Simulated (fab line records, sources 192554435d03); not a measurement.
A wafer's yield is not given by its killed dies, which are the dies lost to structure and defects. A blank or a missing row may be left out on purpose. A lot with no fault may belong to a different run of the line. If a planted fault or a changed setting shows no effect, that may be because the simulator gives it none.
Struck lot and sound lot, side by side + flow n5_finfet + 15 steps out of a route of 1938
Sound: the wafers L411.1, L411.4, L411.5. Wafers L423.1, L423.5, L423.6 were the ones struck. The cause comes at the end.
At each step with rows: each side's tool, then ch and its chambers, then its first start. Under that, the readings that differ: sound wafers + struck wafers + difference of the means + sigmas: that difference in standard deviations of wafers without a fault.
alike: readings with means less than 2 such deviations apart, plus words and numbers identical on both sides. not compared: withheld readings, readings lacking a value on some wafer, bounds such as >300 that could conceal the same value, and numbers that have no deviation in the record and whose values overlap.
Wherever a step has rows on one side only, a row that says differs or no value, or a row with sigmas, the two part there. Non-overlapping numbers with no deviation appear without sigmas and do not part them. A reading that every wafer of one side lacks parts them only if that side has two wafers or more.

first, 2 steps without rows for these wafers: N5_HKMG_FIN_STRIP_92 (strips SOC in N2/H2, time 20 s); N5_HKMG_FIN_WET_ETCH_18 (etches TiN in SC1, time 55 s, target depth 5.2 nm, rinse time 30 s).
N5_HKMG_FIN_STRIP_19: strips in N2/H2, time 360 s.
  sound on plasma_asher-02 ch 0,1, day 4 09:44; struck on plasma_asher-01 ch 0,1, day 7 04:20
  alike: drypump_motor_current_A, heater_power_w, n2_flow_sccm
  not compared: rf_hours_counter_h
N5_HKMG_FIN_ALD_91: deposits TiN, target thk 1 nm, pulse time 1 s, purge time 3 s.
  sound on ald_metal-04 ch 0,1,2, day 4 10:07; struck on ald_metal-02 ch 1,2,3, day 7 04:43
  alike: heater_power_w, precursor_pulse_height_rel
then, 2 steps without rows for these wafers: N5_HKMG_FIN_COAT_85 (time 60 s, resist thk 300 nm); N5_HKMG_FIN_ETCH_86 (etches SOC in N2/H2, stops on TiN, target depth 393.2 nm).
N5_HKMG_FIN_STRIP_89: strips SOC in N2/H2, time 20 s.
  sound on rie_diel-04 ch 1,2,3, day 4 10:35; struck on rie_diel-05 ch 0,3, day 7 05:07
  alike: chamber_pressure_mTorr, drypump_motor_current_A, n2_flow_sccm, oes_product_au, rf_vpp_V, showerhead_plenum_p_Torr, throttle_valve_pct
  not compared: rf_hours_counter_h
then, 2 steps without rows for these wafers: N5_HKMG_FIN_WET_ETCH_87 (etches TiN in SC1, time 154.2 s, target depth 4.7 nm, rinse time 30 s); N5_HKMG_FIN_STRIP_88 (strips in N2/H2, time 360 s).
N5_HKMG_FIN_NWFM_ALD_20: deposits TiAlC, target thk 2 nm, pulse time 3 s, purge time 2 s.
  sound on ald_metal-04 ch 2,3, day 4 11:09; struck on ald_metal-01 ch 0,1,3, day 7 05:42
  alike: heater_power_w, precursor_pulse_height_rel
N5_HKMG_FIN_ALD_71: deposits TiN, target thk 1 nm, pulse time 1 s, purge time 3 s.
  sound on ald_metal-04 ch 2,3, day 4 11:15; struck on ald_metal-01 ch 0,1,3, day 7 05:48
  alike: heater_power_w, precursor_pulse_height_rel
then, 1 step without rows for these wafers: N5_HKMG_FIN_COAT_66 (time 60 s, resist thk 300 nm).
N5_HKMG_FIN_ETCH_67: etches SOC in N2/H2, stops on TiN, target depth 388.9 nm.
  sound on rie_diel-04 ch 1,2,3, day 4 11:35; struck on rie_diel-06 ch 0,2,3, day 7 06:10
  no value came back on the struck wafers for any of 8 readings (bias_w (W), chamber_pressure_mTorr (mTorr) and others); on the sound wafers bias_w (W) reads 60.72 60.97 60.93
| reading                                   | sound       | struck            | difference | sigmas |
|-------------------------------------------|-------------|-------------------|------------|--------|
| model.SOC_of_HKMG_FIN_COAT_66.thk_nm (nm) | 25 16.4 8.2 | 299.4 300.8 300.2 | +283.6     |        |
  alike: model.TiN_of_HKMG_FIN_ALD_71.thk_nm
  not compared: rf_hours_counter_h
then, 1 step without rows for these wafers: N5_HKMG_FIN_STRIP_90 (strips SOC in N2/H2, time 20 s).
N5_BEOL_M4_RC_MEAS_101:
  the record has rows for the sound wafers here (prober-02 ch 0, day 8 18:53) and none for the struck ones

## WHERE THEY PART
Last at N5_BEOL_M4_RC_MEAS_101 as far as this record goes, first at N5_HKMG_FIN_ETCH_67.

WHY: what the simulator had put in
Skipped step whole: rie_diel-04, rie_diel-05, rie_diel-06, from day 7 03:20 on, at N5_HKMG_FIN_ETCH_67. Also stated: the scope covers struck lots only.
